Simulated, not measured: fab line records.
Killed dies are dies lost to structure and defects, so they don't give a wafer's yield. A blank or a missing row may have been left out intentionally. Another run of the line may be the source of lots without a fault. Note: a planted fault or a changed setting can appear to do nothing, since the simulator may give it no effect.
Comparing a struck lot with a sound one + flow n5Finfet + 16 steps out of a route of 1938
Sound: these wafers, L429.1, L429.4, L429.5. Wafers L443.3, L443.5 were the ones struck. The cause is named last.
At each step with rows: each side's tool, then ch and its chambers, then its first start. Under that, the readings that differ: sound wafers + struck wafers + difference of the means + sigmas: that difference in standard deviations of wafers without a fault.
alike: readings with means less than 2 such deviations apart, plus words and numbers identical on both sides. not compared: withheld readings, readings lacking a value on some wafer, bounds such as >300 that could conceal the same value, and numbers that have no deviation in the record and whose values overlap.
Wherever a step has rows on one side only, a row that says differs or no value, or a row with sigmas, the two part there. Numbers that don't overlap but have no deviation are shown without sigmas and don't part them. A reading missing from all wafers of one side parts the sides only when that side holds two or more wafers.

first, 5 steps without rows for these wafers: N5_SD_EPI_N_EBR_05; N5_SD_EPI_N_SOFTBAKE_04 (time 60 s); N5_SD_EPI_N_EXPOSE_06 (exposes mask SD N BLK, target cd 120 nm); N5_SD_EPI_N_PEB_07 (peb time 60 s); N5_SD_EPI_N_DEVELOP_08 (develop time 30 s).
N5_SD_EPI_N_CD_MEAS_09: the cd target is 120 nm.
  sound on cdSem-02 ch 0, day 3 20:50; struck on cdSem-01 ch 0, day 7 09:23
  alike: cdNm
N5_SD_EPI_N_OVL_MEAS_10:
  sound on overlay-01 ch 0, day 3 20:52; struck on overlay-02 ch 0, day 7 09:25
  alike: SD_N_BLK_OVL
N5_SD_EPI_N_INSPECT_11: inspects for defects (macro).
  sound: defectInspect-01 at day 3 20:53; struck: defectInspect-01 at day 7 09:26
  alike: rawDefectCount
N5_SD_EPI_N_DESCUM_14: chemistry O2, time 7.9 s.
  sound on rieDiel-05 ch 1,3, day 3 20:59; struck on rieDiel-04 ch 0,3, day 7 09:28
  alike: drypumpMotorCurrentA, oesProductAu, rfVppV, showerheadPlenumPTorr, throttleValvePct
  not compared: rfHoursCounterH
N5_SD_EPI_N_ETCH_34: etches SiARC in CF4, target depth 45.5 nm, time 75.8 s.
  sound on rieDiel-05 ch 1,3, day 3 21:01; struck on rieDiel-04 ch 0,3, day 7 09:30
  alike: drypumpMotorCurrentA, etchRfOnTimeS, mfcArSccm, oesProductAu, rfVppV, showerheadPlenumPTorr, throttleValvePct
  not compared: rfHoursCounterH
N5_SD_EPI_N_ETCH_35: etches SOC in N2/H2, overetch 108 nm, time 486 s.
  sound on rieDiel-05 ch 1,3, day 3 21:04; struck on rieDiel-04 ch 0,3, day 7 09:34
  alike: drypumpMotorCurrentA, oesProductAu, rfVppV, showerheadPlenumPTorr, throttleValvePct
  not compared: rfHoursCounterH
then, 1 step without rows for these wafers: N5_SD_EPI_N_STRIP_36 (strips in N2/H2).
N5_SD_EPI_N_ETCHBACK_44: etches SiNx in CH3F/O2, stops on SiO2, target depth 14.5 nm.
  sound on rieDiel-05 ch 1,3, day 3 21:24; struck on rieDiel-04 ch 0,3, day 7 09:53
| reading      | sound       | struck          | difference | sigmas |
|--------------|-------------|-----------------|------------|--------|
| overEtchFrac | 0.3 0.3 0.3 | 0.48493 0.48493 | +0.18493   |        |
  alike: drypumpMotorCurrentA, mfcArSccm, oesProductAu, rfVppV, showerheadPlenumPTorr, throttleValvePct
  not compared: rfHoursCounterH
N5_SD_EPI_N_ETCH_45: etches SiOCN in CH3F/O2, target depth 6 nm.
  sound on rieDiel-05 ch 1,3, day 3 21:30; struck on rieDiel-04 ch 0,3, day 7 09:59
  alike: drypumpMotorCurrentA, mfcArSccm, oesProductAu, rfVppV, showerheadPlenumPTorr, throttleValvePct
  not compared: rfHoursCounterH
-- a jump in the record: the struck wafers' starts before and after are 6 days apart (it breaks off in module SD_EPI_N and resumes in module BEOL_M4, where the first step shown is number 1111 of the route) --
N5_BEOL_M4_RC_MEAS_101:
  sound on prober-02 ch 0, day 9 21:05; struck on prober-02 ch 0, day 13 05:27
  alike: DIBL_N, DIBL_P, IOFF_N, IOFF_P, ION_N, ION_P, SS_N, SS_P, VT_N, VT_P
-- here the record skips 5 days between the struck wafers' starts before and after, leaving off in module BEOL_M4 and picking up in module PASSIVATION (first step shown: number 1936 of the route) --
N5_PASSIVATION_PROBE_49:
  sound: prober-02 at day 14 11:22; struck: prober-01 at day 18 01:14
| reading               | sound       | struck  | difference | sigmas |
|-----------------------|-------------|---------|------------|--------|
| sort_bin_6_memory (%) | 3.1 2.9 4.2 | 2.2 1.8 | -1.4       | -2     |
  alike: defectLimitedYield, killed_at_M0_to_M3, killed_at_M4_up, killedAtContacts, killedAtFrontEnd, killedAtOther, killedDies, killedOnRim, killedOpen, killedShort, sort_bin_5_function, sortNPass, sortYieldPct

## WHERE THEY PART
Only at N5_PASSIVATION_PROBE_49, within this record.

WHY: whatever the simulator had introduced
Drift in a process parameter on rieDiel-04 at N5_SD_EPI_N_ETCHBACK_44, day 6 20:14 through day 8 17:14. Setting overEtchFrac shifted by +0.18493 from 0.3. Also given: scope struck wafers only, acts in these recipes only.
